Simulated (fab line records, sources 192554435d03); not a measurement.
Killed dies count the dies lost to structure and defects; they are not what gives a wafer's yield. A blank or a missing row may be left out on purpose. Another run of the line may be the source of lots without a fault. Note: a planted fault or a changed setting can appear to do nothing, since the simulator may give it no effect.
Lot-split experiment    flow n5 finfet    route with 1938 steps; 7 lots, 39 wafers read

## THE SPLIT
At N5_SD_EPI_N_EPI_21 (deposits Si:P, time 690 s), the setting temp c was moved away from the recipe's 680 C on 12 of the 39 wafers read, by -0.6% to +0.7%. All remaining wafers had this setting at the recipe value.

The reading comes from the split's own step.

## THE READING
Si-P_of_SD_EPI_N_EPI_21.thk nm (the simulator's own value, which no gauge read), in nm, at N5_SD_EPI_N_EPI_21 (deposits Si:P, time 690 s). The file gives no usual value for it. Across the 27 wafers here that went through the recipe, the average is 58.7 nm and the standard deviation 0.73 nm.

wafer   tool, chamber at the split  temp c as run, C  against the recipe  Si-P_of_SD_EPI_N_EPI_21.thk nm, nm  against lot-mates on the recipe
L075.1  epi rpcvd-01, 0             680               recipe              59.4                                -
L075.2  epi rpcvd-01, 0             680               recipe              59.2                                -
L075.5  epi rpcvd-01, 0             680               recipe              59.2                                -
L075.3  epi rpcvd-01, 0             682.1             +0.3%               62                                  +2.7
L075.4  epi rpcvd-01, 0             682.1             +0.3%               61                                  +1.7
L075.6  epi rpcvd-01, 0             682.1             +0.3%               61                                  +1.7
L078.2  epi rpcvd-03, 0             680               recipe              59                                  -
L078.3  epi rpcvd-03, 0             680               recipe              58                                  -
L078.6  epi rpcvd-03, 0             680               recipe              58.4                                -
L086.1  epi rpcvd-01, 0             676.8             -0.5%               55                                  -4.2
L086.2  epi rpcvd-01, 0             680               recipe              59.6                                -
L086.3  epi rpcvd-01, 0             680               recipe              59                                  -
L086.4  epi rpcvd-01, 0             680               recipe              59                                  -
L086.5  epi rpcvd-01, 0             676.8             -0.5%               56.2                                -3.0
L086.6  epi rpcvd-01, 0             676.8             -0.5%               55.8                                -3.4
L088.1  epi rpcvd-01, 0             680               recipe              57.4                                -
L088.2  epi rpcvd-01, 0             680               recipe              57.4                                -
L088.3  epi rpcvd-01, 0             680               recipe              57.6                                -
L088.4  epi rpcvd-01, 0             680               recipe              57.8                                -
L088.5  epi rpcvd-01, 0             680               recipe              58.2                                -
L088.6  epi rpcvd-01, 0             680               recipe              58.2                                -
L091.1  epi rpcvd-01, 0             680               recipe              58.4                                -
L091.6  epi rpcvd-01, 0             680               recipe              58.4                                -
L091.2  epi rpcvd-01, 0             680               recipe              58.8                                -
L091.3  epi rpcvd-01, 0             680               recipe              58.6                                -
L091.4  epi rpcvd-01, 0             680               recipe              58.6                                -
L091.5  epi rpcvd-01, 0             680               recipe              59                                  -
L092.1  epi rpcvd-03, 0             676               -0.6%               55.2                                -3.7
L092.2  epi rpcvd-03, 0             680               recipe              59.2                                -
L092.3  epi rpcvd-03, 0             676               -0.6%               55                                  -3.9
L092.4  epi rpcvd-03, 0             680               recipe              59.4                                -
L092.5  epi rpcvd-03, 0             680               recipe              58.2                                -
L092.6  epi rpcvd-03, 0             676               -0.6%               55.4                                -3.5
L097.1  epi rpcvd-03, 0             680               recipe              59.6                                -
L097.3  epi rpcvd-03, 0             680               recipe              59.6                                -
L097.2  epi rpcvd-03, 0             684.6             +0.7%               64.4                                +4.5
L097.6  epi rpcvd-03, 0             684.6             +0.7%               64.4                                +4.5
L097.4  epi rpcvd-03, 0             680               recipe              60.4                                -
L097.5  epi rpcvd-03, 0             684.6             +0.7%               64.2                                +4.3

THE FIT
A straight line over all 39 wafers: Si-P_of_SD_EPI_N_EPI_21.thk nm changes by +7.25 nm for each +1% of temp c; r = +0.95; the points scatter about the line by 0.71 nm.
The same after taking each lot's own level away (the mean of its wafers on the recipe; 39 wafers): +6.71 nm for each +1%; r = +0.98; scatter 0.37 nm.
That fit puts the effect of the largest move of temp c on the reading at 4.5 nm.
The lots' own levels span 57.77 to 59.87 nm, that is 2.9 times the standard deviation above.
Hence the lot-to-lot level has little effect on the slope; both slopes agree.
Check: +4.52 nm against its lot-mates is what the line predicts for one of the wafers moved furthest among these (+0.7%) when that wafer is left out of the fit. It came out at +4.53 nm against them.

## THESE WAFERS: OTHER SPLITS
Other splits were also applied to these wafers ahead of the reading. Each is held against what the fit with the lots' levels taken away leaves over:
other split on the same wafers   wafers away from the commonest value  r with Si-P_of_SD_EPI_N_EPI_21.thk nm (lot level and that fit taken away)
N5_DUMMY_GATE_EXPOSE_12 dose mj  15                                    +0.17

## THE FILE'S OWN FIT
Si-P_of_SD_EPI_N_EPI_21.thk nm changes by +6.71 nm for each +1% of temp c, r = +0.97.
